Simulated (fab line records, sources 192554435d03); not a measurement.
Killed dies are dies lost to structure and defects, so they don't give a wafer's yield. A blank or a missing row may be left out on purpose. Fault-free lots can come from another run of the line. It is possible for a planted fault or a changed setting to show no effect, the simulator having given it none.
fab line records	flow n5-finfet
record: lots: 24	wafers: 72	last-day: 17
route steps=1938 shown BEOL_M2@877
lots that met no fault: taken from a fault-free run of the same line
start-h: hours from the record's opening day to when the first of the lot's shown wafers began	wait-h: hours elapsed since this lot's preceding step	" the same as in the row above	L1.1+2: several wafers, shown together as one row	- either no value or no given start	* or withheld: withheld	< > ~ a bound
route shown NAME@n: names a module that has steps shown in the file, with the first one's number in the route	usual: mean and standard deviation over wafers with no fault	same: alike in all rows	chamber/n: place in a boat	sites: per-site readings	_std_site: the values' standard deviation	_edge_site: mean of outer sites minus mean of inner sites	radius-mm: how far each site lies from the wafer's centre	mask NAME#n: copy n	behind: tool/chamber where the wafer was last shaped	hold: cause of the lot's hold/its duration in hours/its outcome	device: whichever transistor did not switch (one of n, p or np)	end of line: at the end of the route, the tests of the same wafers	a step with no rows: only its recipe	killed: count of dies lost to structure and defects at first sort (not the wafer's yield)	map: the dies of a wafer, with x for killed, . for not killed, _ for no die there
set.NAME: the setting as run; set.NAME@STEP: as run at that earlier step	model.NAME: the simulator's own value behind a step, which no gauge read
the route's steps for a sample of lots (tables are steps, rows are wafers)
services: a tool's chamber out of use, with start hour (start-h, from the record's first day; less than 0 if before it), hours out, and reason
== steps ==
step: N5_BEOL_M2_OVL_MEAS_29
recipe: points-per-wafer: 522
usual: V1_OVL: 0.6/0.76
lot.wafer	tool	chamber	start-h	wait-h	V1_OVL[nm]
L075.3	overlay-02	0	138.21	0.0	2.7
L075.4	"	0	"	"	1.5
L075.6	"	0	"	"	1.2
L074.1	overlay-01	0	142.12	0.0	0.0
L074.2	"	0	"	"	-0.6
L074.4	"	0	"	"	0.2
L076.2	overlay-02	0	148.39	0.0	0.2
L076.3	"	0	"	"	0.9
L076.5	"	0	"	"	0.4
L077.4	overlay-01	0	153.01	0.0	-0.2
L077.5	"	0	"	"	0.5
L077.6	"	0	"	"	0.6
L079.2	overlay-02	0	163.92	0.0	0.4
L079.3	"	0	"	"	0.0
L079.6	"	0	"	"	0.5
L078.1	overlay-02	0	167.53	0.1	0.2
L078.2	"	0	"	"	2.2
L078.6	"	0	"	"	0.9
L080.2	overlay-01	0	169.61	0.0	1.6
L080.3	"	0	"	"	0.6
L080.6	"	0	"	"	1.2
L081.2	overlay-02	0	180.27	0.0	1.4
L081.5	"	0	"	"	0.5
L081.6	"	0	"	"	0.6
L082.1	overlay-02	0	184.04	0.0	0.0
L082.3	"	0	"	"	0.1
L082.4	"	0	"	"	-0.2
L083.1	overlay-02	0	190.93	0.0	0.0
L083.2	"	0	"	"	0.0
L083.4	"	0	"	"	0.5
L084.2	overlay-01	0	203.31	0.0	2.6
L084.3	"	0	"	"	1.6
L084.6	"	0	"	"	2.5
L087.3	overlay-01	0	218.01	0.0	0.4
L087.5	"	0	"	"	0.4
L087.6	"	0	"	"	1.0
L085.1	overlay-02	0	226.25	0.0	1.6
L085.3	"	0	"	"	2.0
L085.4	"	0	"	"	0.3
L086.2	overlay-01	0	226.31	0.0	0.6
L086.4	"	0	"	"	0.5
L086.6	"	0	"	"	1.6
L088.1	overlay-01	0	236.88	0.0	0.2
L088.5	"	0	"	"	1.6
L088.6	"	0	"	"	1.9
L089.3	overlay-02	0	237.00	0.0	-0.7
L089.4	"	0	"	"	1.5
L089.6	"	0	"	"	1.1
L091.1	overlay-01	0	237.10	0.0	-1.2
L091.2	"	0	"	"	-0.2
L091.6	"	0	"	"	0.5
L090.2	overlay-02	0	240.63	0.0	0.6
L090.4	"	0	"	"	0.4
L090.5	"	0	"	"	1.2
L092.1	overlay-01	0	244.78	0.0	1.4
L092.4	"	0	"	"	0.9
L092.6	"	0	"	"	0.5
L093.1	overlay-01	0	248.52	0.0	1.4
L093.3	"	0	"	"	0.2
L093.4	"	0	"	"	1.3
L094.2	overlay-02	0	253.32	0.0	0.4
L094.3	"	0	"	"	0.4
L094.5	"	0	"	"	0.8
L095.4	overlay-02	0	262.38	0.0	-0.3
L095.5	"	0	"	"	0.7
L095.6	"	0	"	"	0.5
L096.4	overlay-01	0	268.70	0.0	0.1
L096.5	"	0	"	"	-1.1
L096.6	"	0	"	"	0.1
L097.1	overlay-01	0	281.12	0.0	0.5
L097.4	"	0	"	"	0.2
L097.5	"	0	"	"	1.0
step: N5_BEOL_M2_DESCUM_33
recipe: chemistry: O2	time-s: 7	source-power-w: 50	bias-power-w: 20	pressure-mtorr: 20	rf-frequency-hz: 2.712e+07	temp-c: 40	resist: CAR-EUV	o2-flow-sccm: 225
usual: bias-power-w: 19.99/0.063	chamber-pressure-mTorr: 20.004/0.016	drypump-motor-current-A: 5.5/0.44	oes-product-au: 0.82/0.084	rf-vpp-V: 243.1/1.1	showerhead-plenum-p-Torr: 2.10/0.054	throttle-valve-pct: 20.60/0.18
lot.wafer	tool	chamber	start-h	wait-h	bias-power-w	chamber-pressure-mTorr	drypump-motor-current-A	oes-product-au	rf-hours-counter-h	rf-vpp-V	showerhead-plenum-p-Torr	throttle-valve-pct
L075.3	rie-diel-05	3	138.29	0.0	19.97	20.007	5.9	0.71	167	244.5	2.11	20.87
L075.4	"	1	"	"	20.02	20.000	5.3	0.97	2	244.0	2.16	20.63
L075.6	"	3	"	"	20.03	20.016	5.8	0.71	-	242.8	2.11	20.87
L074.1	rie-diel-04	1	142.22	0.0	19.94	19.998	5.3	0.88	30	243.2	2.02	20.37
L074.2	"	3	"	"	20.01	20.004	6.3	0.71	224	243.9	2.17	20.61
L074.4	"	0	"	"	20.06	20.014	4.8	0.86	60	244.5	2.15	20.47
L076.2	rie-diel-05	2	148.48	0.0	20.03	20.009	5.3	0.77	107	242.6	2.15	20.70
L076.3	"	0	"	"	19.95	20.015	6.0	0.73	173	242.6	2.00	20.53
L076.5	"	3	"	"	19.96	20.002	5.8	0.71	-	242.1	2.11	20.88
L077.4	rie-diel-04	1	153.21	0.2	20.09	20.017	5.3	0.87	-	241.3	2.02	20.39
L077.5	"	2	"	"	20.03	20.019	5.5	0.92	-	243.3	2.08	20.79
L077.6	"	0	"	"	19.97	20.006	4.8	0.85	-	242.5	2.15	20.49
L079.2	rie-diel-04	2	164.10	0.1	20.15	20.004	5.5	0.90	25	242.8	2.08	20.76
L079.3	"	3	"	"	19.95	20.037	6.3	0.69	228	243.1	2.17	20.61
L079.6	"	3	"	"	20.04	20.022	6.3	0.70	-	245.2	2.17	20.62
L078.1	rie-diel-03	0	167.63	0.0	19.82	20.005	5.8	0.66	245	243.1	2.06	20.59
L078.2	"	1	"	"	20.01	19.973	6.3	0.83	73	243.0	2.14	20.58
L078.6	"	0	"	"	20.00	20.006	5.8	0.66	-	244.6	2.06	20.57
L080.2	rie-diel-04	1	169.87	0.2	19.89	19.998	5.3	0.86	40	241.9	2.02	20.38
L080.3	"	3	"	"	20.03	20.007	6.3	0.69	230	244.3	2.17	20.62
L080.6	"	0	"	"	19.99	20.002	4.9	0.84	-	244.4	2.14	20.48
L081.2	rie-diel-05	2	180.42	0.1	20.04	20.000	5.3	0.75	117	243.4	2.14	20.73
L081.5	"	2	"	"	19.97	19.986	5.3	0.75	-	243.5	2.14	20.73
L081.6	"	1	"	"	20.02	20.011	5.3	0.93	-	245.6	2.15	20.66
L082.1	rie-diel-04	3	184.40	0.3	20.03	20.004	6.3	0.69	234	243.9	2.17	20.64
L082.3	"	0	"	"	20.05	19.998	4.8	0.84	77	244.2	2.14	20.51
L082.4	"	1	"	"	20.09	20.011	5.3	0.86	48	241.3	2.02	20.40
L083.1	rie-diel-05	0	191.02	0.0	19.97	20.038	6.0	0.71	188	242.2	2.00	20.53
L083.2	"	3	"	"	19.99	19.996	5.8	0.70	185	243.5	2.10	20.91
L083.4	"	1	"	"	19.98	20.021	5.3	0.92	20	244.1	2.15	20.67
L084.2	rie-diel-03	1	203.40	0.0	19.98	20.028	6.3	0.81	89	244.2	2.13	20.61
L084.3	"	3	"	"	19.98	19.996	5.4	0.88	34	244.7	2.13	20.43
L084.6	"	3	"	"	20.04	19.999	5.5	0.88	-	244.2	2.13	20.43
L087.3	rie-diel-04	0	218.39	0.3	20.00	20.018	4.8	0.83	89	243.6	2.14	20.53
L087.5	"	0	"	"	19.99	20.027	4.8	0.82	-	242.9	2.14	20.52
L087.6	"	1	"	"	19.98	20.034	5.3	0.83	-	242.2	2.01	20.44
L085.1	rie-diel-03	0	226.34	0.0	19.94	20.004	5.8	0.95	8	243.4	2.05	20.21
L085.3	"	3	"	"	20.13	19.991	5.5	0.87	43	245.0	2.13	20.44
L085.4	"	0	"	"	19.98	19.998	5.8	0.94	-	242.0	2.05	20.20
L086.2	rie-diel-05	1	226.40	0.0	19.98	20.002	5.3	0.89	33	241.7	2.14	20.69
L086.4	"	0	"	"	20.05	20.006	6.0	0.71	202	242.8	1.99	20.57
L086.6	"	1	"	"	19.99	19.976	5.2	0.90	-	245.5	2.14	20.70
L088.1	rie-diel-03	3	236.98	0.0	19.99	19.989	5.4	0.87	48	245.3	2.13	20.45
L088.5	"	3	"	"	19.93	20.025	5.5	0.87	-	244.4	2.13	20.45
L088.6	"	0	"	"	19.98	20.024	5.8	0.93	-	240.7	2.05	20.21
L089.3	rie-diel-04	1	237.08	0.0	20.09	20.006	5.3	0.83	68	244.1	2.01	20.44
L089.4	"	1	"	"	19.99	20.009	5.3	0.83	-	242.3	2.01	20.41
L089.6	"	2	"	"	19.96	19.990	5.5	0.87	-	243.9	2.07	20.81
L091.1	rie-diel-04	1	237.19	0.0	20.05	20.010	5.3	0.82	68	242.4	2.01	20.45
L091.2	"	2	"	"	19.97	19.976	5.5	0.88	45	242.2	2.07	20.81
L091.6	"	0	"	"	19.89	19.997	4.8	0.81	-	244.1	2.13	20.52
L090.2	rie-diel-04	2	240.72	0.0	19.88	20.014	5.5	0.87	47	242.8	2.07	20.80
L090.4	"	2	"	"	19.90	19.982	5.5	0.87	-	243.9	2.07	20.82
L090.5	"	0	"	"	20.06	20.005	4.8	0.81	-	242.2	2.13	20.54
L092.1	rie-diel-04	2	244.87	0.0	19.92	20.003	5.5	0.88	49	242.6	2.07	20.81
L092.4	"	0	"	"	20.03	20.013	4.8	0.81	-	243.3	2.13	20.53
L092.6	"	1	"	"	20.03	19.991	5.3	0.82	-	242.3	2.01	20.43
L093.1	rie-diel-03	3	248.62	0.0	20.07	19.986	5.5	0.86	53	241.4	2.13	20.45
L093.3	"	0	"	"	19.89	20.004	5.8	0.92	18	242.0	2.05	20.21
L093.4	"	1	"	"	19.93	20.027	6.3	0.79	107	243.1	2.13	20.66
L094.2	rie-diel-05	2	253.40	0.0	19.91	19.967	5.3	0.72	140	243.0	2.13	20.77
L094.3	"	3	"	"	19.94	19.990	5.9	0.69	202	242.1	2.09	20.96
L094.5	"	2	"	"	19.94	20.004	5.3	0.73	-	243.7	2.13	20.75
L095.4	rie-diel-04	1	262.46	0.0	19.96	19.964	5.3	0.79	79	241.4	2.00	20.45
L095.5	"	2	"	"	19.94	20.022	5.5	0.85	-	243.4	2.07	20.84
L095.6	"	1	"	"	20.01	19.978	5.3	0.81	-	242.8	2.00	20.45
L096.4	rie-diel-03	2	268.77	0.0	20.00	19.991	5.4	0.96	10	244.3	2.14	20.32
L096.5	"	2	"	"	20.03	19.988	5.4	0.97	-	244.0	2.14	20.32
L096.6	"	1	"	"	19.98	20.013	6.3	0.80	-	241.3	2.12	20.64
L097.1	rie-diel-05	2	281.21	0.0	19.97	20.022	5.3	0.71	149	242.4	2.13	20.75
L097.4	"	1	"	"	19.85	19.999	5.3	0.86	52	244.3	2.14	20.71
L097.5	"	2	"	"	19.93	20.032	5.3	0.71	-	242.9	2.13	20.77
step: N5_BEOL_M2_SPUTTER_86
recipe: material: Cu	target-thk-a: 45	temp-c: -20	chamber-pressure-pa: 0.07	power-w: withheld	time-s: 8.29
usual: substrate-temp-c: -20.01/0.1	throttle-valve-pct: 29.9/0.91
lot.wafer	tool	chamber	start-h	wait-h	substrate-temp-c	throttle-valve-pct
L075.3	pvd-sputter-03	-	140.52	0.1	-20.08	31.7
L075.4	"	-	"	"	-20.00	29.3
L075.6	"	-	"	"	-20.19	30.4
L074.1	pvd-sputter-02	-	146.57	0.1	-19.93	29.5
L074.2	"	-	"	"	-19.99	29.0
L074.4	"	-	"	"	-19.96	30.1
L076.2	pvd-sputter-01	-	151.18	0.1	-20.19	30.6
L076.3	"	-	"	"	-20.04	28.0
L076.5	"	-	"	"	-20.05	28.4
L077.4	pvd-sputter-02	-	159.81	0.1	-20.15	29.4
L077.5	"	-	"	"	-20.11	29.5
L077.6	"	-	"	"	-19.90	30.4
L079.2	pvd-sputter-01	-	169.44	0.1	-19.92	30.1
L079.3	"	-	"	"	-20.09	30.2
L079.6	"	-	"	"	-20.10	30.4
L078.1	pvd-sputter-01	-	171.28	0.1	-20.04	28.2
L078.2	"	-	"	"	-20.14	30.0
L078.6	"	-	"	"	-19.98	29.1
L080.2	pvd-sputter-01	-	177.22	0.1	-19.86	30.3
L080.3	"	-	"	"	-19.97	29.6
L080.6	"	-	"	"	-20.13	28.1
L081.2	pvd-sputter-02	-	183.18	0.1	-20.11	30.8
L081.5	"	-	"	"	-20.07	30.1
L081.6	"	-	"	"	-19.95	31.1
L082.1	pvd-sputter-03	-	190.22	0.1	-20.00	30.5
L082.3	"	-	"	"	-20.31	31.4
L082.4	"	-	"	"	-19.93	29.5
L083.1	pvd-sputter-01	-	193.81	0.1	-19.95	28.3
L083.2	"	-	"	"	-20.22	29.8
L083.4	"	-	"	"	-20.06	30.2
L084.2	pvd-sputter-03	-	205.69	0.1	-20.19	31.9
L084.3	"	-	"	"	-19.98	30.3
L084.6	"	-	"	"	-19.89	29.1
L087.3	pvd-sputter-03	-	223.52	0.1	-20.00	29.0
L087.5	"	-	"	"	-19.94	29.1
L087.6	"	-	"	"	-20.04	30.3
L085.1	pvd-sputter-02	-	228.46	0.1	-20.04	31.1
L085.3	"	-	"	"	-19.72	29.3
L085.4	"	-	"	"	-19.96	30.2
L086.2	pvd-sputter-03	-	228.71	0.1	-20.03	30.2
L086.4	"	-	"	"	-20.13	30.4
L086.6	"	-	"	"	-19.96	30.2
L088.1	pvd-sputter-02	-	241.41	0.1	-20.11	30.5
L088.5	"	-	"	"	-20.06	29.1
L088.6	"	-	"	"	-20.01	31.2
L089.3	pvd-sputter-03	-	243.80	0.1	-20.07	31.6
L089.4	"	-	"	"	-19.96	30.2
L089.6	"	-	"	"	-20.00	29.9
L091.1	pvd-sputter-01	-	244.58	0.1	-19.96	28.1
L091.2	"	-	"	"	-20.11	29.8
L091.6	"	-	"	"	-19.95	28.5
L090.2	pvd-sputter-03	-	245.64	0.1	-20.12	30.4
L090.4	"	-	"	"	-19.99	29.2
L090.5	"	-	"	"	-20.07	31.8
L092.1	pvd-sputter-02	-	249.93	0.1	-19.99	30.4
L092.4	"	-	"	"	-19.97	29.5
L092.6	"	-	"	"	-20.03	30.3
L093.1	pvd-sputter-02	-	253.29	0.1	-19.86	29.4
L093.3	"	-	"	"	-20.06	30.2
L093.4	"	-	"	"	-20.02	29.4
L094.2	pvd-sputter-03	-	257.91	0.1	-19.83	30.4
L094.3	"	-	"	"	-20.16	29.1
L094.5	"	-	"	"	-19.98	31.6
L095.4	pvd-sputter-01	-	267.35	0.1	-19.93	29.1
L095.5	"	-	"	"	-19.88	28.2
L095.6	"	-	"	"	-20.11	30.2
L096.4	pvd-sputter-02	-	271.37	0.1	-20.09	30.2
L096.5	"	-	"	"	-19.88	29.4
L096.6	"	-	"	"	-20.11	30.0
L097.1	pvd-sputter-02	-	293.60	0.1	-19.97	31.0
L097.4	"	-	"	"	-19.98	29.3
L097.5	"	-	"	"	-20.01	29.5
step: N5_BEOL_M2_SPUTTER_88
recipe: material: Cu	target-thk-a: 45	temp-c: -20	chamber-pressure-pa: 0.07	power-w: withheld	time-s: 8.29
usual: substrate-temp-c: -20.02/0.096	throttle-valve-pct: 29.9/0.92
lot.wafer	tool	chamber	start-h	wait-h	substrate-temp-c	throttle-valve-pct
L075.3	pvd-sputter-03	-	140.74	0.1	-19.90	31.5
L075.4	"	-	"	"	-20.23	29.1
L075.6	"	-	"	"	-20.05	30.3
L074.1	pvd-sputter-02	-	146.79	0.1	-20.24	29.4
L074.2	"	-	"	"	-20.04	29.2
L074.4	"	-	"	"	-19.91	30.0
L076.2	pvd-sputter-01	-	151.40	0.1	-20.19	30.4
L076.3	"	-	"	"	-20.10	28.3
L076.5	"	-	"	"	-20.02	28.0
L077.4	pvd-sputter-02	-	160.03	0.1	-20.20	29.2
L077.5	"	-	"	"	-20.11	29.4
L077.6	"	-	"	"	-20.07	30.2
L079.2	pvd-sputter-01	-	169.66	0.1	-19.99	30.1
L079.3	"	-	"	"	-19.89	30.0
L079.6	"	-	"	"	-19.97	30.1
L078.1	pvd-sputter-01	-	171.50	0.1	-20.07	28.2
L078.2	"	-	"	"	-20.03	30.1
L078.6	"	-	"	"	-20.04	29.2
L080.2	pvd-sputter-01	-	177.44	0.1	-19.95	30.4
L080.3	"	-	"	"	-20.02	29.9
L080.6	"	-	"	"	-19.93	28.2
L081.2	pvd-sputter-02	-	183.40	0.1	-19.98	31.2
L081.5	"	-	"	"	-20.08	30.0
L081.6	"	-	"	"	-20.03	30.9
L082.1	pvd-sputter-03	-	190.44	0.1	-19.89	30.2
L082.3	"	-	"	"	-20.09	32.0
L082.4	"	-	"	"	-20.18	29.3
L083.1	pvd-sputter-01	-	194.03	0.1	-20.13	28.1
L083.2	"	-	"	"	-20.00	30.1
L083.4	"	-	"	"	-20.04	30.0
L084.2	pvd-sputter-03	-	205.91	0.1	-20.13	31.7
L084.3	"	-	"	"	-20.18	30.2
L084.6	"	-	"	"	-19.98	28.9
L087.3	pvd-sputter-03	-	223.77	0.1	-19.95	29.1
L087.5	"	-	"	"	-19.90	29.1
L087.6	"	-	"	"	-20.09	30.1
L085.1	pvd-sputter-02	-	228.68	0.1	-20.12	30.9
L085.3	"	-	"	"	-19.86	29.6
L085.4	"	-	"	"	-19.97	30.3
L086.2	pvd-sputter-03	-	228.96	0.1	-19.90	30.1
L086.4	"	-	"	"	-20.07	30.3
L086.6	"	-	"	"	-19.85	30.0
L088.1	pvd-sputter-02	-	241.63	0.1	-19.99	30.2
L088.5	"	-	"	"	-19.98	29.3
L088.6	"	-	"	"	-19.98	31.1
L089.3	pvd-sputter-03	-	244.02	0.1	-20.05	31.6
L089.4	"	-	"	"	-20.03	29.9
L089.6	"	-	"	"	-20.01	30.2
L091.1	pvd-sputter-01	-	244.80	0.1	-19.99	28.2
L091.2	"	-	"	"	-20.08	30.0
L091.6	"	-	"	"	-20.09	28.2
L090.2	pvd-sputter-03	-	245.86	0.1	-20.16	30.2
L090.4	"	-	"	"	-19.83	29.1
L090.5	"	-	"	"	-20.01	32.0
L092.1	pvd-sputter-02	-	250.15	0.1	-20.03	30.1
L092.4	"	-	"	"	-19.93	29.8
L092.6	"	-	"	"	-20.08	30.3
L093.1	pvd-sputter-02	-	253.51	0.1	-19.89	29.3
L093.3	"	-	"	"	-19.98	30.0
L093.4	"	-	"	"	-20.06	29.3
L094.2	pvd-sputter-03	-	258.13	0.1	-20.15	30.3
L094.3	"	-	"	"	-19.81	29.5
L094.5	"	-	"	"	-20.07	31.8
L095.4	pvd-sputter-01	-	267.57	0.1	-20.00	29.2
L095.5	"	-	"	"	-19.96	28.2
L095.6	"	-	"	"	-19.85	30.2
L096.4	pvd-sputter-02	-	271.59	0.1	-19.94	30.2
L096.5	"	-	"	"	-19.85	29.2
L096.6	"	-	"	"	-19.87	30.3
L097.1	pvd-sputter-02	-	293.82	0.1	-20.08	30.9
L097.4	"	-	"	"	-19.97	29.3
L097.5	"	-	"	"	-20.08	29.5
step: N5_BEOL_M2_ANNEAL_51
recipe: temp-c: 225	time-s: 90	ambient: N2
usual: wafer_temp_C_max: 226.1/0.51
lot.wafer	tool	chamber	start-h	wait-h	wafer_temp_C_max
L075.3	rtp-anneal-01	0	141.91	0.1	225.5
L075.4	"	0	"	"	225.5
L075.6	"	0	"	"	225.7
L074.1	rtp-anneal-01	0	147.86	0.1	225.9
L074.2	"	0	"	"	225.7
L074.4	"	0	"	"	225.6
L076.2	rtp-anneal-01	0	152.62	0.2	226.0
L076.3	"	0	"	"	225.7
L076.5	"	0	"	"	225.6
L077.4	rtp-anneal-01	0	161.26	0.2	225.7
L077.5	"	0	"	"	225.9
L077.6	"	0	"	"	225.5
L079.2	rtp-anneal-02	0	170.78	0.1	226.6
L079.3	"	0	"	"	226.3
L079.6	"	0	"	"	226.9
L078.1	rtp-anneal-02	0	172.57	0.1	226.1
L078.2	"	0	"	"	226.6
L078.6	"	0	"	"	226.6
L080.2	rtp-anneal-02	0	178.56	0.1	226.2
L080.3	"	0	"	"	226.9
L080.6	"	0	"	"	226.7
L081.2	rtp-anneal-02	0	184.52	0.1	226.6
L081.5	"	0	"	"	226.4
L081.6	"	0	"	"	226.7
L082.1	rtp-anneal-01	0	191.52	0.1	225.0
L082.3	"	0	"	"	225.4
L082.4	"	0	"	"	225.2
L083.1	rtp-anneal-02	0	195.59	0.5	225.9
L083.2	"	0	"	"	226.3
L083.4	"	0	"	"	226.6
L084.2	rtp-anneal-01	0	207.03	0.1	225.7
L084.3	"	0	"	"	225.6
L084.6	"	0	"	"	225.7
L087.3	rtp-anneal-02	0	225.31	0.4	226.0
L087.5	"	0	"	"	226.6
L087.6	"	0	"	"	226.4
L085.1	rtp-anneal-02	0	229.75	0.1	226.7
L085.3	"	0	"	"	226.7
L085.4	"	0	"	"	226.7
L086.2	rtp-anneal-01	0	230.20	0.1	225.3
L086.4	"	0	"	"	225.3
L086.6	"	0	"	"	225.3
L088.1	rtp-anneal-02	0	242.71	0.1	226.6
L088.5	"	0	"	"	226.3
L088.6	"	0	"	"	226.2
L089.3	rtp-anneal-02	0	245.19	0.1	226.3
L089.4	"	0	"	"	227.2
L089.6	"	0	"	"	226.5
L091.1	rtp-anneal-02	0	245.87	0.1	226.9
L091.2	"	0	"	"	227.0
L091.6	"	0	"	"	226.4
L090.2	rtp-anneal-02	0	246.99	0.1	226.6
L090.4	"	0	"	"	226.3
L090.5	"	0	"	"	226.6
L092.1	rtp-anneal-02	0	251.22	0.1	226.3
L092.4	"	0	"	"	226.2
L092.6	"	0	"	"	225.9
L093.1	rtp-anneal-01	0	254.62	0.1	225.4
L093.3	"	0	"	"	225.8
L093.4	"	0	"	"	225.7
L094.2	rtp-anneal-01	0	259.25	0.1	225.7
L094.3	"	0	"	"	225.5
L094.5	"	0	"	"	225.4
L095.4	rtp-anneal-01	0	268.79	0.2	225.6
L095.5	"	0	"	"	225.6
L095.6	"	0	"	"	225.5
L096.4	rtp-anneal-02	0	273.24	0.6	225.8
L096.5	"	0	"	"	226.1
L096.6	"	0	"	"	226.0
L097.1	rtp-anneal-02	0	294.89	0.1	226.6
L097.4	"	0	"	"	226.6
L097.5	"	0	"	"	226.8
step: N5_BEOL_M2_RS_MEAS_58
recipe: thk-meas-gauge: four-point-probe	reads: Co_of_BEOL_M2_CO_CAP_55+Cu_of_BEOL_M2_ECD_50+Co_of_BEOL_M2_CVD_47+TaN_of_BEOL_M2_ALD_84
usual: M2_RS: 0.66/0.044
lot.wafer	tool	chamber	start-h	wait-h	M2_RS[ohm/sq]
L075.3	film-metro-01	-	142.67	0.1	0.62
L075.4	"	-	"	"	0.65
L075.6	"	-	"	"	0.64
L074.1	film-metro-02	-	148.76	0.1	0.68
L074.2	"	-	"	"	0.63
L074.4	"	-	"	"	0.71
L076.2	film-metro-02	-	153.50	0.1	0.66
L076.3	"	-	"	"	0.68
L076.5	"	-	"	"	0.67
L077.4	film-metro-01	-	161.97	0.0	0.64
L077.5	"	-	"	"	0.61
L077.6	"	-	"	"	0.67
L079.2	film-metro-02	-	171.58	0.1	0.69
L079.3	"	-	"	"	0.64
L079.6	"	-	"	"	0.65
L078.1	film-metro-01	-	173.44	0.0	0.65
L078.2	"	-	"	"	0.68
L078.6	"	-	"	"	0.67
L080.2	film-metro-01	-	179.37	0.1	0.72
L080.3	"	-	"	"	0.69
L080.6	"	-	"	"	0.67
L081.2	film-metro-02	-	185.33	0.1	0.69
L081.5	"	-	"	"	0.71
L081.6	"	-	"	"	0.67
L082.1	film-metro-01	-	192.64	0.0	0.71
L082.3	"	-	"	"	0.61
L082.4	"	-	"	"	0.72
L083.1	film-metro-02	-	196.44	0.0	0.61
L083.2	"	-	"	"	0.70
L083.4	"	-	"	"	0.64
L084.2	film-metro-01	-	207.84	0.1	0.58
L084.3	"	-	"	"	0.66
L084.6	"	-	"	"	0.65
L087.3	film-metro-02	-	226.07	0.1	0.60
L087.5	"	-	"	"	0.71
L087.6	"	-	"	"	0.58
L085.1	film-metro-02	-	230.61	0.0	0.74
L085.3	"	-	"	"	0.64
L085.4	"	-	"	"	0.71
L086.2	film-metro-02	-	231.01	0.1	0.59
L086.4	"	-	"	"	0.63
L086.6	"	-	"	"	0.67
L088.1	film-metro-01	-	243.57	0.0	0.61
L088.5	"	-	"	"	0.62
L088.6	"	-	"	"	0.54
L089.3	film-metro-01	-	245.95	0.1	0.66
L089.4	"	-	"	"	0.61
L089.6	"	-	"	"	0.62
L091.1	film-metro-02	-	246.75	0.0	0.69
L091.2	"	-	"	"	0.63
L091.6	"	-	"	"	0.73
L090.2	film-metro-01	-	247.82	0.1	0.76
L090.4	"	-	"	"	0.66
L090.5	"	-	"	"	0.64
L092.1	film-metro-02	-	252.08	0.1	0.78
L092.4	"	-	"	"	0.64
L092.6	"	-	"	"	0.70
L093.1	film-metro-02	-	255.48	0.0	0.65
L093.3	"	-	"	"	0.67
L093.4	"	-	"	"	0.65
L094.2	film-metro-02	-	260.14	0.1	0.67
L094.3	"	-	"	"	0.68
L094.5	"	-	"	"	0.66
L095.4	film-metro-01	-	269.55	0.1	0.63
L095.5	"	-	"	"	0.61
L095.6	"	-	"	"	0.61
L096.4	film-metro-02	-	274.11	0.0	0.69
L096.5	"	-	"	"	0.68
L096.6	"	-	"	"	0.70
L097.1	film-metro-02	-	295.75	0.0	0.67
L097.4	"	-	"	"	0.64
L097.5	"	-	"	"	0.64
== services ==
tool	chamber	start-h	hours	kind
rie-diel-05	1	114.63	-	clean
rie-diel-05	1	114.63	-	consumable-replace:focus-ring
rie-diel-05	1	114.63	18.1	scheduled-down
rie-diel-05	1	114.63	18.1	vent-cycle
rtp-anneal-02	-	141.32	4.7	pm
rie-diel-04	3	149.33	7.2	repair
pvd-sputter-02	-	166.21	1.9	repair
rie-diel-04	2	169.75	12.7	repair
rie-diel-03	0	180.04	-	clean
rie-diel-03	0	180.04	-	consumable-replace:focus-ring
rie-diel-03	0	180.04	25.4	scheduled-down
rie-diel-03	0	180.04	25.4	vent-cycle
pvd-sputter-03	-	186.93	2.6	repair
rie-diel-04	2	205.62	6.8	repair
rie-diel-03	2	222.26	-	clean
rie-diel-03	2	222.26	-	consumable-replace:focus-ring
rie-diel-03	2	222.26	19.4	scheduled-down
rie-diel-04	3	229.79	-	clean
rie-diel-04	3	229.79	-	consumable-replace:focus-ring
rie-diel-04	3	229.79	18.8	scheduled-down
rie-diel-04	3	229.79	18.8	vent-cycle
rie-diel-05	3	257.16	2.8	repair
rtp-anneal-01	-	275.01	1.8	pm
rie-diel-04	2	277.62	3.7	repair
== key ==
fault none
